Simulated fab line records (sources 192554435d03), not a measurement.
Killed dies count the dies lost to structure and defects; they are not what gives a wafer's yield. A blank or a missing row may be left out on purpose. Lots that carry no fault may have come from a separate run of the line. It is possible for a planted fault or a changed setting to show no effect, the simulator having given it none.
Chamber matching | flow n5Finfet | N5_BEOL_M0_SAQP_MANDREL2_REMOVE_110 on rieSi-02: 4 sister chambers
The step chemistry HBr/Cl2/O2, target a-Si, stops on SiCN, bt time 10 s. 8 wafers are shown with their chamber, then 10 later ones without.

WAFERS, EACH WITH ITS CHAMBER
wafer  | chamber | drypumpMotorCurrentA (A) | throttleValvePct (%)
L077.5 | 2       | 5.8                      | 36.49
L082.1 | 1       | 5.3                      | 36.90
L082.4 | 1       | 5.3                      | 36.88
L085.3 | 0       | 6.4                      | 37.17
L085.4 | 2       | 5.8                      | 36.50
L085.6 | 3       | 5.5                      | 36.94
L092.1 | 3       | 5.5                      | 36.93
L092.2 | 0       | 6.3                      | 37.20

WAFERS WITHOUT THEIR CHAMBER
wafer  | drypumpMotorCurrentA (A) | throttleValvePct (%)
L092.6 | 5.5                      | 36.91
L093.1 | 6.4                      | 37.20
L093.3 | 5.8                      | 36.49
L093.6 | 5.3                      | 36.89
L094.1 | 5.5                      | 36.92
L094.3 | 6.4                      | 37.20
L094.4 | 5.3                      | 36.90
L097.2 | 5.5                      | 36.95
L097.5 | 5.8                      | 36.51
L097.6 | 5.3                      | 36.88

WHICH CHAMBER EACH ONE RAN IN
wafer  | from the rows above | in truth
L092.6 | 3                   | 3
L093.1 | 0                   | 0
L093.3 | 2                   | 2
L093.6 | 1                   | 1
L094.1 | 3                   | 3
L094.3 | 0                   | 0
L094.4 | 1                   | 1
L097.2 | 3                   | 3
L097.5 | 2                   | 2
L097.6 | 1                   | 1
Placed correctly: 10 of 10. Can't be placed from these rows: 0. 0 placed wrongly.
How it was worked out, from the rows above alone: a wafer's distance from a chamber is the root of the sum, over the readings, of the square of ((its reading less the chamber's mean) divided by the reading's scatter). The wafer belongs to the nearest chamber; if the next one is less than 2 further off, it can't be placed. Each chamber's mean is taken over the wafers shown for it. The scatter: the root of (the sum of the squares of (reading less its chamber's mean) over the shown wafers, divided by (wafers less chambers)).
